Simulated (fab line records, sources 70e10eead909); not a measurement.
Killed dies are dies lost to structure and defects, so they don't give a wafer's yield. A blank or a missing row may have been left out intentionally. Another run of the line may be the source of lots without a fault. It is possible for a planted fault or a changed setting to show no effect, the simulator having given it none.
fab line records    flow nandHarc
[record] lots = 7  wafers = 19  lastDay = 34
route steps=1302 shown A_WL_FILL@956 END@1302
lots with no fault: from the same line, run without faults
startH: the number of hours between the record's first day and the start of the first shown wafer of the lot    waitH: hours elapsed since this lot's preceding step    " repeats the value in the row above    L1.1+2: a row that stands for several wafers    - no value, or no start was given    * or withheld: withheld    < > ~ a bound
route shown NAME@n: NAME is a module with steps in the file, n the number in the route of the first one    usual: mean and standard deviation over wafers with no fault    same: alike in all rows    chamber/n: place in a boat    sites: each site's reading    _std_site: standard deviation across them    _edge_site: outer sites' mean less inner sites'    radiusMm: for every site, how far away it sits from the centre of the wafer    mask NAME#n: copy n    behind: the last tool/chamber to shape the wafer    hold: why the lot went on hold/how many hours it stayed there/how the hold came to an end    device: the n, p or np transistor that did not switch    end of line: the tests these same wafers got at the end of their route    a step without rows: its recipe alone    killed: count of dies lost to structure and defects at first sort (not the wafer's yield)    map: dies across one wafer; x = killed, . = not, _ = none there
set.NAME: the setting the step ran with; set.NAME@STEP: the setting that earlier step ran with    model.NAME: the simulator's own value behind a step, which no gauge read
lots at selected steps of the route; one table per step, one row per wafer
services: when a tool's chamber went out of use (startH, in hours from the record's first day, below 0 if earlier), for how many hours, and the reason
[[steps]]
[step NHARC_A_WL_FILL_CVD_03]
[recipe] targetThkA = 400  tempC = 300  pressureTorr = 40  wf6FlowSccm = 40  h2FlowSccm = 1600  arFlowSccm = 1560  timeS = 279  material = W
[usual] heaterPowerOuterW = 238/16  heaterPowerW = 410/28  throttleValvePct = 7.85/0.18
lot.wafer  tool     chamber  startH  waitH  heaterPowerOuterW  heaterPowerW  throttleValvePct
L473.2     cvdW-01  0        498.10  0.1    267                461           7.99
L473.4     "        1        "       "      240                383           7.59
L473.3     "        0        "       "      263                472           7.84
L480.2     cvdW-02  0        570.97  0.1    223                401           7.98
L480.3     "        0        "       "      224                400           7.86
L480.6     "        0        "       "      223                391           7.92
L481.4     cvdW-01  0        582.44  0.2    245                451           7.68
L481.5     "        1        "       "      259                428           7.71
L481.6     "        0        "       "      250                438           7.88
L475.5     cvdW-02  1        583.22  0.8    230                385           7.82
L488.2     cvdW-01  1        662.41  0.1    262                439           7.64
L488.6     "        1        "       "      255                438           7.63
L488.5     "        0        "       "      252                440           7.83
L490.2     cvdW-02  1        693.54  0.1    229                399           7.77
L490.1     "        0        "       "      237                396           7.96
L490.3     "        0        "       "      239                401           8.01
L491.3     cvdW-01  0        713.68  0.2    252                439           7.82
L491.5     "        0        "       "      258                443           7.57
L491.6     "        1        "       "      259                439           7.87
[step NHARC_A_WL_FILL_ETCHBACK_04]
[recipe] targetDepthA = 600  timeS = 120  chemistry = NF3
[usual] chamberPressureMTorr = 299.98/0.26  drypumpMotorCurrentA = 5.4/0.52  heBacksideLeakSccm = 3.49/0.2  oesProductAu = 0.998/0.0095  runLengthS = 141.3/0.5
lot.wafer  tool         chamber  startH  waitH  chamberPressureMTorr  drypumpMotorCurrentA  heBacksideLeakSccm  oesProductAu  rfHoursCounterH  runLengthS
L473.2     rieMetal-03  1        498.42  0.3    299.91                5.5                   3.39                1.004         2.3              141.2
L473.3     "            1        "       "      299.89                5.5                   3.40                1.012         -                141.0
L473.4     "            0        "       "      300.47                6.0                   3.42                1.024         -                140.4
L480.2     rieMetal-03  0        571.34  0.3    299.90                6.0                   3.74                1.011         0.6              140.9
L480.3     "            1        "       "      299.80                5.5                   3.37                0.988         -                140.7
L480.6     "            1        "       "      300.07                5.5                   3.33                0.996         -                141.2
L481.4     rieMetal-02  1        582.76  0.3    300.04                4.8                   3.38                0.983         -                142.2
L481.5     "            0        "       "      300.30                6.2                   3.40                0.990         -                141.7
L481.6     "            1        "       "      300.15                4.8                   3.34                0.984         -                141.6
L475.5     rieMetal-02  1        583.47  0.2    299.84                4.8                   3.37                0.986         -                142.3
L488.2     rieMetal-02  1        662.81  0.4    299.59                4.8                   3.47                0.994         0.2              141.6
L488.6     "            0        "       "      299.71                6.2                   3.60                1.004         -                142.3
L488.5     "            1        "       "      299.81                4.8                   3.37                0.991         -                141.7
L490.1     rieMetal-01  1        693.92  0.3    300.28                5.0                   3.62                0.995         0.8              141.9
L490.2     "            0        "       "      299.78                5.0                   3.57                1.015         0.8              141.4
L490.3     "            1        "       "      299.90                5.0                   3.57                0.999         -                141.7
L491.3     rieMetal-03  0        714.13  0.4    300.08                6.0                   3.48                1.001         -                140.6
L491.5     "            1        "       "      299.58                5.5                   3.32                0.995         -                141.0
L491.6     "            0        "       "      299.90                6.0                   3.50                1.000         -                140.7
[step NHARC_A_WL_FILL_ETCHBACK_05]
[recipe] targetDepthA = 220  timeS = 60  tempC = 40  chemistry = Cl2/BCl3
[step NHARC_A_WL_FILL_STRIP_27]
[recipe] powerW = 1500  tempC = 250  timeS = 20  chemistry = N2/H2
[usual] drypumpMotorCurrentA = 5.6/0.62  heaterPowerW = 313/33
lot.wafer  tool            chamber  startH  waitH  drypumpMotorCurrentA  heaterPowerW  rfHoursCounterH
L473.2     plasmaAsher-02  0        498.80  0.1    6.2                   276           19
L473.3     "               0        "       "      6.2                   279           -
L473.4     "               1        "       "      4.9                   317           -
L480.2     plasmaAsher-01  0        571.72  0.1    5.1                   326           8
L480.3     "               0        "       "      5.1                   333           -
L480.6     "               0        "       "      5.1                   326           -
L481.4     plasmaAsher-02  1        583.11  0.2    4.9                   317           -
L481.5     "               0        "       "      6.2                   272           -
L481.6     "               1        "       "      4.9                   332           -
L475.5     plasmaAsher-02  1        583.80  0.2    4.9                   326           -
L488.2     plasmaAsher-01  0        663.18  0.1    5.1                   328           25
L488.5     "               1        "       "      6.3                   358           -
L488.6     "               0        "       "      5.1                   326           -
L490.1     plasmaAsher-01  1        694.30  0.1    6.3                   370           30
L490.2     "               0        "       "      5.1                   328           30
L490.3     "               0        "       "      5.2                   323           -
L491.3     plasmaAsher-02  1        714.59  0.2    4.9                   315           -
L491.5     "               1        "       "      4.9                   316           -
L491.6     "               0        "       "      6.2                   280           -
[step NHARC_A_WL_FILL_STRIP_28]
[recipe] timeS = 1200  tempC = 72.5  chemistry = postEtchResidueRemover
[step NHARC_A_WL_FILL_PRECLEAN_06]
[recipe] timeS = 300  chemistry = DIW
[step NHARC_A_WL_FILL_SRD_07]
[step NHARC_A_WL_FILL_ANNEAL_08]
[recipe] tempC = 450  timeS = 1800
[step NHARC_A_WL_FILL_ALD_10]
[recipe] targetThkA = 500  pulseTimeS = 10  aldCycles = 500  tempC = 300  material = SiO2
[usual] heaterPowerOuterW = 251/26  heaterPowerW = 442/54  precursorPulseHeightRel = 0.997/0.02
[same] pulseTimeS = 10
lot.wafer  tool      chamber  startH  waitH  heaterPowerOuterW  heaterPowerW  precursorPulseHeightRel
L473.3     aldHk-04  3        507.40  1.2    293                488           0.966
L473.2     "         0        "       "      251                444           0.968
L473.4     "         1        "       "      234                407           0.970
L480.2     aldHk-04  0        579.73  0.1    242                455           1.003
L480.3     "         2        580.77  1.1    238                414           0.997
L480.6     "         0        581.81  2.1    243                452           0.992
L475.5     aldHk-04  2        588.68  2.7    236                406           0.983
L481.4     aldHk-04  0        589.40  1.2    246                439           0.999
L481.5     "         0        591.44  3.2    246                447           1.009
L481.6     "         1        "       "      239                417           1.025
L488.2     aldHk-03  0        669.03  1.1    240                427           0.994
L488.6     "         2        670.07  2.1    237                414           1.000
L488.5     "         3        "       "      265                455           0.991
L490.3     aldHk-01  2        699.71  0.1    283                514           0.974
L490.1     "         3        "       "      224                371           1.007
L490.2     "         1        701.26  1.6    285                507           0.964
L491.3     aldHk-01  2        719.53  0.1    283                513           0.996
L491.6     "         2        721.57  2.1    287                521           0.967
L491.5     "         3        "       "      227                368           0.973
[step NHARC_A_WL_FILL_ETCHBACK_16]
[recipe] targetDepthA = 1200  timeS = 24  c4f8FlowSccm = withheld  o2FlowSccm = 8  arFlowSccm = withheld  rfW = 600  biasW = 800  chemistry = C4F8/O2/Ar
[step NHARC_A_WL_FILL_STRIP_29]
[recipe] timeS = 20  o2FlowSccm = 500  arFlowSccm = 0  biasW = 0  chemistry = O2
[usual] chamberPressureMTorr = 60.00/0.06  drypumpMotorCurrentA = 5.6/0.48  oesProductAu = 0.999/0.0078  rfVppV = 57.9/0.91  showerheadPlenumPTorr = 3.57/0.17  throttleValvePct = 17.036/0.0092
lot.wafer  tool        chamber  startH  waitH  chamberPressureMTorr  drypumpMotorCurrentA  oesProductAu  rfHoursCounterH  rfVppV  showerheadPlenumPTorr  throttleValvePct
L473.2     rieDiel-12  1        512.14  0.1    60.03                 6.5                   1.011         1.7              57.6    3.68                   17.048
L473.3     "           3        "       "      59.98                 5.5                   1.011         2.4              58.0    3.35                   17.041
L473.4     "           0        "       "      59.98                 6.1                   1.000         2.0              59.4    3.76                   17.051
L480.3     rieDiel-12  2        584.49  0.1    60.03                 5.9                   0.994         4.9              58.3    3.58                   17.035
L480.2     "           3        "       "      59.90                 5.5                   0.999         5.0              56.8    3.35                   17.018
L480.6     "           3        "       "      59.95                 5.5                   0.997         -                59.1    3.35                   17.048
L475.5     rieDiel-02  1        590.88  0.1    59.94                 5.7                   1.009         -                57.9    3.32                   17.040
L481.4     rieDiel-06  3        594.12  0.1    59.99                 6.0                   0.993         6.5              58.3    3.52                   17.023
L481.6     "           0        "       "      60.04                 5.7                   0.996         -                59.9    3.68                   17.038
L481.5     "           1        "       "      59.91                 5.9                   0.992         -                57.7    3.66                   17.042
L488.2     rieDiel-02  2        672.76  0.1    59.92                 4.8                   1.007         2.4              58.6    3.79                   17.028
L488.5     "           0        "       "      59.93                 4.8                   0.999         -                58.0    3.30                   17.035
L488.6     "           1        "       "      59.97                 5.7                   1.006         -                58.6    3.32                   17.049
L490.2     rieDiel-06  0        704.47  0.1    59.87                 5.8                   1.000         2.4              58.4    3.68                   17.030
L490.3     "           2        "       "      59.97                 5.9                   1.000         2.0              58.5    3.53                   17.037
L490.1     "           3        "       "      59.92                 5.9                   1.001         2.2              57.9    3.52                   17.044
L491.3     rieDiel-06  2        724.24  0.1    59.93                 5.9                   0.998         2.6              58.3    3.53                   17.026
L491.5     "           3        "       "      59.99                 6.0                   1.002         -                58.6    3.52                   17.035
L491.6     "           0        "       "      60.12                 5.7                   1.001         -                57.4    3.68                   17.036
[step NHARC_A_WL_FILL_ETCHBACK_17]
[recipe] targetDepthA = 40  timeS = 26.7  chemistry = Cl2/BCl3
[usual] chamberPressureMTorr = 10.000/0.0096  drypumpMotorCurrentA = 5.4/0.51  heBacksideLeakSccm = 3.51/0.22  oesProductAu = 1.001/0.0088  runLengthS = 48.0/0.5
lot.wafer  tool         chamber  startH  waitH  chamberPressureMTorr  drypumpMotorCurrentA  heBacksideLeakSccm  oesProductAu  rfHoursCounterH  runLengthS
L473.2     rieMetal-03  0        512.23  -      10.002                6.0                   3.54                1.004         2.8              47.1
L473.4     "            0        "       "      9.990                 6.0                   3.28                1.004         -                47.1
L473.3     "            1        "       "      10.014                5.5                   3.23                0.992         -                47.8
L480.2     rieMetal-01  0        584.60  -      9.985                 5.0                   3.53                1.009         0                47.7
L480.3     "            0        "       "      10.012                5.0                   3.54                1.005         -                47.7
L480.6     "            1        "       "      10.002                5.0                   3.36                1.000         -                29.9
L475.5     rieMetal-01  1        591.04  -      9.983                 5.0                   3.41                1.002         -                29.9
L481.4     rieMetal-01  1        594.25  -      9.998                 5.0                   3.66                0.997         -                30.5
L481.6     "            0        "       "      9.997                 5.0                   3.64                1.009         -                47.7
L481.5     "            1        "       "      10.024                4.9                   3.53                1.001         -                29.9
L488.2     rieMetal-02  1        672.84  -      9.994                 4.8                   3.47                0.991         0.5              48.7
L488.5     "            1        "       "      9.993                 4.8                   3.30                0.988         -                48.7
L488.6     "            0        "       "      10.008                6.2                   3.50                0.996         -                48.2
L490.2     rieMetal-02  0        704.55  -      10.003                6.2                   3.62                0.997         0.5              48.8
L490.1     "            1        "       "      9.994                 4.8                   3.51                0.987         0.5              48.8
L490.3     "            0        "       "      10.003                6.2                   3.70                1.001         -                48.9
L491.3     rieMetal-01  0        724.38  -      9.985                 5.0                   3.65                1.012         -                48.3
L491.6     "            1        "       "      10.014                5.0                   3.46                1.007         -                48.5
L491.5     "            0        "       "      10.016                5.0                   3.66                1.013         -                47.5
[step NHARC_A_WL_FILL_PRECLEAN_18]
[recipe] timeS = 30  chemistry = dHF
[step NHARC_END_SORT_01]
[recipe] tempC = 25
[usual] killedAtArray = 63/18  killedAtOther = 1.1/1.3  killedAtPeriphery = 4.3/2.8  killedDies = 68/18  killedOpen = 3.3/2  killedShort = 2.4/1.6
[same] grossDies = 677
lot.wafer  tool       chamber  startH  waitH  hold                     killedAtArray  killedAtOther  killedAtPeriphery  killedDies  killedOpen  killedShort
L473.2     prober-01  0        600.84  2.8    -                        78             2              6                  86          6           4
L473.3     prober-01  0        601.65  3.1    -                        75             0              5                  80          4           1
L473.4     prober-01  0        602.45  3.4    -                        86             0              1                  87          2           2
L475.5     prober-02  0        732.25  3.7    -                        674            1              2                  677         2           4
L480.2     prober-02  0        737.67  2.8    awaitDispo/3.3h/release  51             3              3                  57          3           3
L480.3     prober-02  0        738.48  3.1    awaitDispo/3.3h/release  47             1              2                  50          4           1
L480.6     prober-02  0        740.91  4.1    awaitDispo/3.3h/release  670            1              6                  677         4           2
L481.4     prober-02  0        747.10  3.4    awaitDispo/4.2h/release  671            1              5                  677         4           1
L481.5     prober-02  0        747.89  3.7    awaitDispo/4.2h/release  668            1              8                  677         2           3
L481.6     prober-02  0        748.69  4.0    awaitDispo/4.2h/release  58             2              5                  65          7           2
L488.2     prober-02  0        782.94  2.8    -                        51             2              3                  56          3           2
L488.5     prober-02  0        785.33  3.7    -                        49             2              6                  57          7           3
L488.6     prober-02  0        786.12  4.0    -                        58             2              3                  63          2           2
L490.1     prober-02  0        789.95  2.5    -                        78             0              1                  79          2           2
L490.2     prober-02  0        790.74  2.8    -                        65             1              6                  72          2           3
L490.3     prober-02  0        791.53  3.1    -                        67             0              3                  70          2           3
L491.3     prober-02  0        809.31  3.1    -                        55             0              2                  57          1           5
L491.5     prober-02  0        810.90  3.7    -                        39             0              1                  40          3           2
L491.6     prober-02  0        811.69  4.0    -                        46             1              6                  53          2           3
// killed by level:class
L473.2 A_CHANNEL_HOLE_D2:chamberFilmFlake=37 A_CHANNEL_HOLE_D1:chamberFilmFlake=27 A_STAIRCASE:chamberFilmFlake=5 P_ZERO_WELL:chamberFilmFlake=3 A_ONON_D1:geometricParticle:open=2 STARTING-WAFER:geometricParticle:short=2 P_M0:geometricParticle:open=1 A_DECK1_JOINT:geometricParticle:open=1
L473.3 A_CHANNEL_HOLE_D2:chamberFilmFlake=38 A_CHANNEL_HOLE_D1:chamberFilmFlake=26 P_M2:chamberFilmFlake=3 A_STAIRCASE:chamberFilmFlake=3 A_DECK1_JOINT:geometricParticle:open=2 P_ZERO_WELL:chamberFilmFlake=2 A_CONTACT:chamberFilmFlake=2 A_CHANNEL_HOLE_D2:geometricParticle:open=1
L473.4 A_CHANNEL_HOLE_D1:chamberFilmFlake=38 A_CHANNEL_HOLE_D2:chamberFilmFlake=32 A_STAIRCASE:chamberFilmFlake=7 A_CHANNEL_FILL_D2:geometricParticle:open=2 A_SLIT:chamberFilmFlake=2 A_CHANNEL_FILL_D2:geometricParticle:short=1 A_SGD_CUT:geometricParticle:short=1 P_ZERO_WELL:chamberFilmFlake=1
L475.5 A_WL_FILL:areaEtchback=602 A_CHANNEL_HOLE_D2:chamberFilmFlake=35 A_SLIT:chamberFilmFlake=25 A_CONTACT:chamberFilmFlake=3 A_CHANNEL_HOLE_D1:chamberFilmFlake=2 A_CHANNEL_FILL_D1:geometricParticle:short=1 A_CHANNEL_FILL_D1:geometricParticle:open=1 A_CHANNEL_HOLE_D2:geometricParticle:short=1
L480.2 A_SLIT:chamberFilmFlake=19 A_CONTACT:chamberFilmFlake=12 A_CHANNEL_HOLE_D2:chamberFilmFlake=8 A_WL_FILL:chamberFilmFlake=4 P_M2:chamberFilmFlake=2 A_CHANNEL_HOLE_D1:chamberFilmFlake=2 THIN_TSV:chamberFilmFlake=2 P_M2:geometricParticle:open=1
L480.3 A_SLIT:chamberFilmFlake=26 A_CHANNEL_HOLE_D2:chamberFilmFlake=5 A_CONTACT:chamberFilmFlake=4 A_CHANNEL_HOLE_D1:chamberFilmFlake=2 A_STAIRCASE:chamberFilmFlake=2 A_WL_FILL:chamberFilmFlake=2 A_ONON_D1:geometricParticle:short=1 A_DECK1_JOINT:geometricParticle:open=1
L480.6 A_WL_FILL:areaEtchback=618 A_SLIT:chamberFilmFlake=24 A_CONTACT:chamberFilmFlake=9 A_CHANNEL_HOLE_D2:chamberFilmFlake=7 A_STAIRCASE:chamberFilmFlake=4 A_WL_FILL:chamberFilmFlake=3 P_M2:chamberFilmFlake=2 P_M0:geometricParticle:open=1
L481.4 A_WL_FILL:areaEtchback=621 A_CHANNEL_HOLE_D1:chamberFilmFlake=29 A_CHANNEL_HOLE_D2:chamberFilmFlake=10 A_SLIT:chamberFilmFlake=3 A_CONTACT:chamberFilmFlake=3 P_CONTACT:chamberFilmFlake=2 P_GATE:geometricParticle:open=1 A_ONON_D1:geometricParticle:open=1
L481.5 A_WL_FILL:areaEtchback=608 A_CHANNEL_HOLE_D1:chamberFilmFlake=30 A_CHANNEL_HOLE_D2:chamberFilmFlake=18 A_CONTACT:chamberFilmFlake=6 P_GATE:chamberFilmFlake=4 P_STI:chamberFilmFlake=3 P_GATE:geometricParticle:open=1 A_ONON_D1:geometricParticle:short=1
L481.6 A_CHANNEL_HOLE_D1:chamberFilmFlake=31 A_CHANNEL_HOLE_D2:chamberFilmFlake=11 A_CONTACT:chamberFilmFlake=5 P_GATE:chamberFilmFlake=3 A_STAIRCASE:chamberFilmFlake=2 P_GATE:geometricParticle:open=1 A_ONON_D1:geometricParticle:open=1 A_CHANNEL_HOLE_D1:geometricParticle:open=1
L488.2 A_CHANNEL_HOLE_D2:chamberFilmFlake=26 A_CHANNEL_HOLE_D1:chamberFilmFlake=7 A_SLIT:chamberFilmFlake=6 A_STAIRCASE:chamberFilmFlake=3 A_DECK1_JOINT:chamberFilmFlake=2 A_CONTACT:chamberFilmFlake=2 THIN_TSV:chamberFilmFlake=2 P_BONDPAD:geometricParticle:open=1
L488.5 A_CHANNEL_HOLE_D2:chamberFilmFlake=13 A_CHANNEL_HOLE_D1:chamberFilmFlake=11 A_SLIT:chamberFilmFlake=9 P_GATE:chamberFilmFlake=4 A_CONTACT:chamberFilmFlake=4 A_ONON_D2:geometricParticle:open=2 A_STAIRCASE:chamberFilmFlake=2 THIN_TSV:chamberFilmFlake=2
L488.6 A_CHANNEL_HOLE_D2:chamberFilmFlake=28 A_CHANNEL_HOLE_D1:chamberFilmFlake=13 A_WL_FILL:chamberFilmFlake=4 A_CONTACT:chamberFilmFlake=4 A_SLIT:chamberFilmFlake=3 P_GATE:chamberFilmFlake=2 THIN_TSV:chamberFilmFlake=2 A_CHANNEL_FILL_D2:geometricParticle:short=1
L490.1 A_SLIT:chamberFilmFlake=25 A_CHANNEL_HOLE_D2:chamberFilmFlake=23 A_CHANNEL_HOLE_D1:chamberFilmFlake=15 A_STAIRCASE:chamberFilmFlake=7 A_ONON_D1:geometricParticle:open=1 A_CHANNEL_HOLE_D2:geometricParticle:open=1 A_CHANNEL_FILL_D2:geometricParticle:short=1 A_SGD_CUT:geometricParticle:short=1
L490.2 A_CHANNEL_HOLE_D1:chamberFilmFlake=20 A_CHANNEL_HOLE_D2:chamberFilmFlake=18 A_SLIT:chamberFilmFlake=13 A_STAIRCASE:chamberFilmFlake=7 A_WL_FILL:chamberFilmFlake=2 A_CONTACT:chamberFilmFlake=2 P_STI:geometricParticle:open=1 P_GATE:geometricParticle:short=1
L490.3 A_CHANNEL_HOLE_D2:chamberFilmFlake=24 A_SLIT:chamberFilmFlake=22 A_CHANNEL_HOLE_D1:chamberFilmFlake=7 A_STAIRCASE:chamberFilmFlake=5 A_CONTACT:chamberFilmFlake=3 A_ONON_D2:geometricParticle:short=1 A_SGD_CUT:geometricParticle:short=1 A_WL_FILL:geometricParticle:open=1
L491.3 A_SLIT:chamberFilmFlake=35 A_STAIRCASE:chamberFilmFlake=5 A_CONTACT:chamberFilmFlake=4 A_CHANNEL_HOLE_D1:geometricParticle:short=2 A_ONON_D2:geometricParticle:short=2 P_ZERO_WELL:chamberFilmFlake=2 A_WL_FILL:geometricParticle:short=1 A_M1:geometricParticle:open=1
L491.5 A_SLIT:chamberFilmFlake=27 A_CONTACT:chamberFilmFlake=3 A_CHANNEL_HOLE_D2:chamberFilmFlake=2 P_M0:geometricParticle:open=1 A_DECK1_JOINT:geometricParticle:short=1 A_DECK1_JOINT:geometricParticle:open=1 A_STAIRCASE:geometricParticle:open=1 A_BLC:geometricParticle:short=1
L491.6 A_SLIT:chamberFilmFlake=34 P_ZERO_WELL:chamberFilmFlake=2 A_CHANNEL_HOLE_D1:chamberFilmFlake=2 A_M1:chamberFilmFlake=2 P_ZERO_WELL:geometricParticle:open=1 P_CONTACT:geometricParticle:short=1 P_M1:geometricParticle:open=1 A_CHANNEL_HOLE_D1:geometricParticle:short=1
// map L475.5 (x killed, . not)
____________x____________
_________xxxxxxx_________
_______xxxxxxxxxxx_______
______xxxxxxxxxxxxx______
_____xxxxxxxxxxxxxxx_____
____xxxxxxxxxxxxxxxxx____
____xxxxxxxxxxxxxxxxx____
___xxxxxxxxxxxxxxxxxxx___
___xxxxxxxxxxxxxxxxxxx___
__xxxxxxxxxxxxxxxxxxxxx__
__xxxxxxxxxxxxxxxxxxxxx__
_xxxxxxxxxxxxxxxxxxxxxxx_
_xxxxxxxxxxxxxxxxxxxxxxx_
_xxxxxxxxxxxxxxxxxxxxxxx_
_xxxxxxxxxxxxxxxxxxxxxxx_
_xxxxxxxxxxxxxxxxxxxxxxx_
xxxxxxxxxxxxxxxxxxxxxxxxx
xxxxxxxxxxxxxxxxxxxxxxxxx
xxxxxxxxxxxxxxxxxxxxxxxxx
xxxxxxxxxxxxxxxxxxxxxxxxx
xxxxxxxxxxxxxxxxxxxxxxxxx
_xxxxxxxxxxxxxxxxxxxxxxx_
_xxxxxxxxxxxxxxxxxxxxxxx_
_xxxxxxxxxxxxxxxxxxxxxxx_
_xxxxxxxxxxxxxxxxxxxxxxx_
_xxxxxxxxxxxxxxxxxxxxxxx_
__xxxxxxxxxxxxxxxxxxxxx__
__xxxxxxxxxxxxxxxxxxxxx__
___xxxxxxxxxxxxxxxxxxx___
___xxxxxxxxxxxxxxxxxxx___
____xxxxxxxxxxxxxxxxx____
____xxxxxxxxxxxxxxxxx____
_____xxxxxxxxxxxxxxx_____
______xxxxxxxxxxxxx______
_______xxxxxxxxxxx_______
_________xxxxxxx_________
____________x____________
// map L480.6 (x killed, . not)
____________x____________
_________xxxxxxx_________
_______xxxxxxxxxxx_______
______xxxxxxxxxxxxx______
_____xxxxxxxxxxxxxxx_____
____xxxxxxxxxxxxxxxxx____
____xxxxxxxxxxxxxxxxx____
___xxxxxxxxxxxxxxxxxxx___
___xxxxxxxxxxxxxxxxxxx___
__xxxxxxxxxxxxxxxxxxxxx__
__xxxxxxxxxxxxxxxxxxxxx__
_xxxxxxxxxxxxxxxxxxxxxxx_
_xxxxxxxxxxxxxxxxxxxxxxx_
_xxxxxxxxxxxxxxxxxxxxxxx_
_xxxxxxxxxxxxxxxxxxxxxxx_
_xxxxxxxxxxxxxxxxxxxxxxx_
xxxxxxxxxxxxxxxxxxxxxxxxx
xxxxxxxxxxxxxxxxxxxxxxxxx
xxxxxxxxxxxxxxxxxxxxxxxxx
xxxxxxxxxxxxxxxxxxxxxxxxx
xxxxxxxxxxxxxxxxxxxxxxxxx
_xxxxxxxxxxxxxxxxxxxxxxx_
_xxxxxxxxxxxxxxxxxxxxxxx_
_xxxxxxxxxxxxxxxxxxxxxxx_
_xxxxxxxxxxxxxxxxxxxxxxx_
_xxxxxxxxxxxxxxxxxxxxxxx_
__xxxxxxxxxxxxxxxxxxxxx__
__xxxxxxxxxxxxxxxxxxxxx__
___xxxxxxxxxxxxxxxxxxx___
___xxxxxxxxxxxxxxxxxxx___
____xxxxxxxxxxxxxxxxx____
____xxxxxxxxxxxxxxxxx____
_____xxxxxxxxxxxxxxx_____
______xxxxxxxxxxxxx______
_______xxxxxxxxxxx_______
_________xxxxxxx_________
____________x____________
[[services]]
tool            chamber  startH  hours  kind
rieDiel-06      -        484.23  9.0    pm
cvdW-02         -        498.26  1.8    repair
rieMetal-03     -        519.00  9.0    pm
plasmaAsher-01  -        519.19  9.0    pm
rieDiel-06      2        527.24  12.1   repair
rieMetal-01     -        531.94  1.6    repair
cvdW-01         -        547.15  13.0   pm
rieMetal-01     -        575.00  9.0    pm
rieDiel-06      1        580.33  12.8   repair
cvdW-02         0        588.62  6.9    repair
plasmaAsher-02  -        603.77  9.0    pm
aldHk-04        -        612.04  10.0   pm
rieDiel-06      0        614.95  14.8   repair
rieDiel-06      1        616.95  4.2    repair
rieMetal-02     1        629.82  4.7    repair
cvdW-02         -        631.00  13.0   pm
rieMetal-02     -        631.03  9.0    pm
cvdW-01         1        631.76  5.2    repair
rieMetal-03     1        631.93  1.5    repair
rieDiel-06      -        661.23  9.0    pm
plasmaAsher-01  -        675.08  2.3    repair
cvdW-01         -        690.12  4.3    repair
rieMetal-03     -        696.00  9.0    pm
plasmaAsher-01  -        696.19  9.0    pm
[[key]]
[firstSign] step = NHARC_A_WL_FILL_ETCHBACK_17  reading = runLengthS  direction = down  sigmas = 36  usual = *  struck = *
[effect] step = NHARC_END_SORT_01  reading = killedAtArray  direction = up  sigmas = 34  usual = 63  struck = 671
[moreKillsBornAt] NHARC_A_WL_FILL_ETCHBACK_17@rieMetal-01 = 2449
metAt NHARC_A_WL_FILL_ETCHBACK_17
struckWafers L475.5,L480.6,L481.4,L481.5
laterRowsLeftOut L475.5,L480.6,L481.4,L481.5
testerLeftOut L475,L480,L481
[fault] kind = processParameterDrift  tool = rieMetal-01  chamber = 1  onsetH = 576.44  steps = NHARC_A_WL_FILL_ETCHBACK_17  channel = timeS  offset = *  shape = step  endH = 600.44  actsIn = *  stated = *
// testerLeftOut: of these lots the tester's yield and bins aren't shown, on N5 and GAA mostly nor the transistor test; their killed dies are dies lost to structure and defects alone, not to doping, threshold or leakage, so they don't give the yield
// laterRowsLeftOut: the simulator's readings of these wafers behind a module that went badly wrong aren't trusted and aren't shown, but for the sort
